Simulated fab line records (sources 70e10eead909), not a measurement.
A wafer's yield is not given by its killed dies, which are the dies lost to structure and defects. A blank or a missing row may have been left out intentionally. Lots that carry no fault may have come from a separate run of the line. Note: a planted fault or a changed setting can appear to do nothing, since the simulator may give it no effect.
fab line records	flow nand_harc
record lots=5	wafers=15	last_day=33
route steps=1302 shown A_CHANNEL_FILL_D1@507 A_DECK1_JOINT@518
lots with no fault: from the same line, run without faults
start_h: start of the lot's first displayed wafer, in hours after the record's first day	wait_h: time in hours since the lot's previous step	" repeats the value in the row above	L1.1+2: one row covering several wafers at once	- value missing, or start not given	* or withheld: withheld	< > ~ a bound
route shown NAME@n: a module of which the file shows steps, and the number in the route of the first	usual: average and standard deviation across the fault-free wafers	same: alike in all rows	chamber/n: place in a boat	sites: readings site by site	_std_site: standard deviation of those values	_edge_site: inner sites' mean taken away from outer sites' mean	radius_mm: for every site, how far away it sits from the centre of the wafer	mask NAME#n: copy n	behind: the most recent tool/chamber to have shaped the wafer	hold: the reason the lot was held/the length of the hold in hours/how it ended	device: the transistor (n, p or np) that didn't switch	end of line: the route-end tests of the same wafers	a step with no rows: only its recipe	killed: count of dies lost to structure and defects at first sort (not the wafer's yield)	map: dies across one wafer; x = killed, . = not, _ = none there
set.NAME: the setting that was run; set.NAME@STEP: the one run at that earlier step	model.NAME: the simulator's own value behind a step, which no gauge read
lots seen at some steps along the route; tables by step, rows by wafer
services: a tool's chamber out of use, with start hour (start_h, from the record's first day; less than 0 if before it), hours out, and reason
## steps
# step NHARC_A_CHANNEL_FILL_D1_ALD_25
# recipe target_thk_a=600	pulse_time_s=10	ald_cycles=600	temp_c=300	material=SiOx
# usual heater_power_w=451/52	precursor_pulse_height_rel=0.998/0.02	susceptor_temp_C=299.97/0.18
lot.wafer	tool	chamber	start_h	wait_h	heater_power_w	precursor_pulse_height_rel	susceptor_temp_C
L808.3	ald_hk-01	3	227.76	1.3	384	1.022	299.94
L808.1	"	0	"	"	433	0.984	300.32
L808.6	"	1	"	"	408	0.996	300.04
L810.3	ald_hk-02	3	247.71	0.0	522	0.950	300.14
L810.6	"	3	250.18	2.5	513	0.967	299.95
L810.5	"	0	"	"	410	0.999	300.07
L821.1	ald_hk-01	0	345.92	0.1	400	0.990	-
L821.4	"	1	"	"	394	0.989	-
L821.2	"	2	"	"	441	1.006	-
L827.1	ald_hk-01	3	416.73	0.7	425	1.027	299.93
L827.6	"	2	418.56	2.5	454	0.989	300.26
L827.5	"	3	"	"	436	0.996	299.92
L829.4	ald_hk-04	1	436.43	0.1	525	0.989	299.97
L829.3	"	0	438.29	1.9	509	0.966	300.07
L829.6	"	1	"	"	532	0.985	299.99
# step NHARC_A_CHANNEL_FILL_D1_ETCHBACK_08
# recipe target_depth_a=2200	time_s=110	c4f8_flow_sccm=20	ar_flow_sccm=withheld	rf_w=600	bias_w=300	chemistry=C4F8
# usual oes_product_au=0.95/0.038	rf_vpp_V=442.7/1.6	run_length_s=131.5/0.65
lot.wafer	tool	chamber	start_h	wait_h	oes_product_au	rf_hours_counter_h	rf_vpp_V	run_length_s
L808.1	rie_diel-06	0	-	-	1.01	4.6	441.9	131.9
L808.3	"	1	"	"	0.99	5.1	440.9	131.1
L808.6	"	1	"	"	0.98	-	443.6	130.9
L810.3	rie_diel-07	0	-	-	0.90	7.2	440.3	131.2
L810.6	"	3	"	"	0.91	-	443.1	130.1
L810.5	"	0	"	"	0.90	-	442.6	131.4
L821.4	rie_diel-06	0	-	-	0.96	1.3	441.7	132.4
L821.2	"	1	"	"	0.98	1.3	442.4	131.4
L821.1	"	3	"	"	0.95	1.4	443.9	131.8
L827.1	rie_diel-03	3	-	-	0.91	6.6	440.2	131.5
L827.5	"	2	"	"	0.93	-	444.7	132.4
L827.6	"	3	"	"	0.93	-	440.6	131.6
L829.3	rie_diel-03	3	-	-	0.91	7.3	440.2	131.9
L829.4	"	0	"	"	0.92	7.1	438.9	131.6
L829.6	"	3	"	"	0.93	-	440.1	131.4
# step NHARC_A_CHANNEL_FILL_D1_STRIP_29
# recipe time_s=20	o2_flow_sccm=500	ar_flow_sccm=0	bias_w=0	chemistry=O2
# usual drypump_motor_current_A=5.8/0.4	oes_product_au=0.998/0.0097	rf_vpp_V=57.9/0.82	showerhead_plenum_p_Torr=3.64/0.08	throttle_valve_pct=17.036/0.009
lot.wafer	tool	chamber	start_h	wait_h	drypump_motor_current_A	oes_product_au	rf_hours_counter_h	rf_vpp_V	showerhead_plenum_p_Torr	throttle_valve_pct
L808.1	rie_diel-06	1	-	-	6.2	1.008	5.1	57.3	3.65	17.040
L808.3	"	2	"	"	5.2	1.009	4.9	57.6	3.65	17.036
L808.6	"	1	"	"	6.2	1.002	-	57.5	3.65	17.040
L810.3	rie_diel-07	0	-	-	6.0	0.983	7.2	59.8	3.60	17.025
L810.6	"	2	"	"	5.0	1.002	-	59.3	3.77	17.052
L810.5	"	3	"	"	6.2	1.002	-	57.9	3.70	17.030
L821.4	rie_diel-06	0	-	-	6.3	1.010	1.4	58.8	3.63	17.047
L821.1	"	1	"	"	6.2	0.999	1.4	59.4	3.64	17.043
L821.2	"	3	"	"	5.8	0.991	1.4	57.4	3.62	17.042
L827.1	rie_diel-03	3	-	-	5.7	0.993	6.6	57.1	3.49	17.038
L827.6	"	2	"	"	6.1	1.004	-	57.6	3.78	17.028
L827.5	"	3	"	"	5.6	0.999	-	57.5	3.49	17.055
L829.4	rie_diel-03	1	-	-	6.0	0.981	6.8	57.9	3.67	17.046
L829.3	"	3	"	"	5.7	0.990	7.3	58.4	3.49	17.046
L829.6	"	0	"	"	5.5	0.982	-	57.1	3.42	17.037
# step NHARC_A_CHANNEL_FILL_D1_PRECLEAN_30
# recipe time_s=30	chemistry=dHF
# step NHARC_A_CHANNEL_FILL_D1_SRD_31
# step NHARC_A_CHANNEL_FILL_D1_CVD_09
# recipe target_thk_a=1500	temp_c=620	pressure_mtorr=200	time_s=3000	material=poly-Si
# step NHARC_A_CHANNEL_FILL_D1_CMP_10
# recipe target_thk_nm=150
# usual motor_current_A=12.0/0.96	time_to_endpoint_s=15.4/2.4
lot.wafer	tool	chamber	start_h	wait_h	motor_current_A	time_to_endpoint_s
L808.3	cmp-01	0	238.02	0.4	11.6	17.3
L808.1	"	1	"	"	12.2	15.4
L808.6	"	3	"	"	11.0	15.6
L810.3	cmp-03	3	259.04	0.4	11.5	13.4
L810.5	"	2	"	"	12.8	14.1
L810.6	"	3	"	"	12.1	16.5
L821.4	cmp-02	1	357.15	0.4	13.1	11.7
L821.1	"	3	"	"	14.3	15.1
L821.2	"	0	"	"	13.3	10.3
L827.1	cmp-01	2	427.62	0.4	12.9	20.6
L827.6	"	1	"	"	12.5	16.9
L827.5	"	2	"	"	13.1	17.5
L829.3	cmp-03	0	447.95	0.4	11.5	17.4
L829.4	"	1	"	"	10.3	17.5
L829.6	"	3	"	"	12.3	17.7
# step NHARC_A_CHANNEL_FILL_D1_SRD_12
# step NHARC_A_CHANNEL_FILL_D1_INSPECT_13
# usual raw_defect_count=315/110
lot.wafer	tool	chamber	start_h	wait_h	raw_defect_count
L808.1	defect_inspect-02	-	238.41	0.0	404
L808.3	"	-	"	"	406
L808.6	"	-	"	"	476
L810.3	defect_inspect-02	-	259.42	0.0	318
L810.5	"	-	"	"	426
L810.6	"	-	"	"	293
L821.1	defect_inspect-02	-	357.56	0.0	421
L821.2	"	-	"	"	285
L821.4	"	-	"	"	503
L827.1	defect_inspect-01	-	428.01	0.0	371
L827.5	"	-	"	"	419
L827.6	"	-	"	"	247
L829.3	defect_inspect-01	-	448.32	0.0	257
L829.4	"	-	"	"	343
L829.6	"	-	"	"	306
# step NHARC_A_DECK1_JOINT_ETCHBACK_07
# recipe target_depth_a=1050	time_s=26.9	hbr_flow_sccm=150	rf_w=350	icp_w=350	bias_w=60	chemistry=HBr
# usual drypump_motor_current_A=5.7/0.56	oes_product_au=0.999/0.0089	run_length_s=48.3/0.45	throttle_valve_pct=23.266/0.0095
lot.wafer	tool	chamber	start_h	wait_h	drypump_motor_current_A	oes_product_au	rf_hours_counter_h	run_length_s	throttle_valve_pct
L808.3	rie_si-05	0	238.47	0.1	4.8	0.996	0.38	47.9	23.258
L808.1	"	1	"	"	6.5	1.002	0.47	48.1	23.266
L808.6	"	0	"	"	4.8	0.998	-	48.0	23.256
L810.3	rie_si-02	0	259.48	0.1	4.7	0.999	1.04	48.8	23.276
L810.5	"	0	"	"	4.7	1.007	-	49.0	23.268
L810.6	"	1	"	"	6.7	1.002	-	48.3	23.256
L821.2	rie_si-02	3	357.62	0.1	5.8	1.009	0.43	48.7	23.261
L821.4	"	0	"	"	4.7	0.990	0.39	32.8	23.242
L821.1	"	1	"	"	6.6	0.994	0.43	48.1	23.254
L827.1	rie_si-05	3	428.11	0.1	6.1	1.002	0.60	48.4	23.256
L827.6	"	0	"	"	4.8	0.982	-	47.9	23.275
L827.5	"	1	"	"	6.5	0.993	-	48.2	23.277
L829.4	rie_si-03	1	448.39	0.1	5.6	1.014	0.43	48.1	23.246
L829.3	"	3	"	"	5.6	0.993	0.22	48.1	23.266
L829.6	"	0	"	"	6.0	0.987	-	47.8	23.277
# step NHARC_A_DECK1_JOINT_ETCH_25
# recipe target_depth_a=5	chemistry=dHF	material=SiO2
## services
tool	chamber	start_h	hours	kind
rie_diel-06	-	210.26	0.9	repair
cmp-03	-	217.96	5.9	repair
rie_si-05	-	224.36	1.7	repair
cmp-01	-	232.42	0.3	repair
rie_diel-03	0	236.58	10.8	repair
rie_diel-07	1	237.54	1.3	repair
rie_diel-06	1	253.53	1.3	repair
cmp-01	-	259.82	4.5	repair
cmp-03	-	261.29	4.0	pm
rie_diel-03	1	269.49	1.3	repair
cmp-01	-	276.05	1.5	repair
rie_si-02	-	277.00	9.0	pm
cmp-03	-	277.42	2.3	repair
rie_diel-03	0	281.09	10.8	repair
rie_diel-03	-	281.30	9.0	pm
cmp-01	-	285.27	4.0	pm
rie_diel-07	-	294.22	9.0	pm
cmp-01	-	303.08	0.9	repair
rie_si-05	-	305.00	9.0	pm
rie_diel-06	-	307.20	9.0	pm
rie_diel-07	1	316.58	3.8	repair
ald_hk-01	-	331.98	1.9	repair
rie_diel-03	1	396.94	3.4	repair
rie_diel-06	-	426.40	0.3	repair
## key
first_sign step=NHARC_A_DECK1_JOINT_ETCHBACK_07	reading=run_length_s	direction=down	sigmas=34	usual=*	struck=*
effect none on later readings
met_at NHARC_A_DECK1_JOINT_ETCHBACK_07
struck_wafers L821.4
tester_left_out L821
onset_between 259.48 357.62
fault kind=process_parameter_drift	tool=rie_si-02	chamber=0	onset_h=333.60	steps=NHARC_A_DECK1_JOINT_ETCHBACK_07	channel=time_s	offset=*	shape=step	end_h=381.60	acts_in=*	stated=*
# tester_left_out: of these lots the tester's yield and bins aren't shown, on N5 and GAA mostly nor the transistor test; their killed dies are dies lost to structure and defects alone, not to doping, threshold or leakage, so they don't give the yield
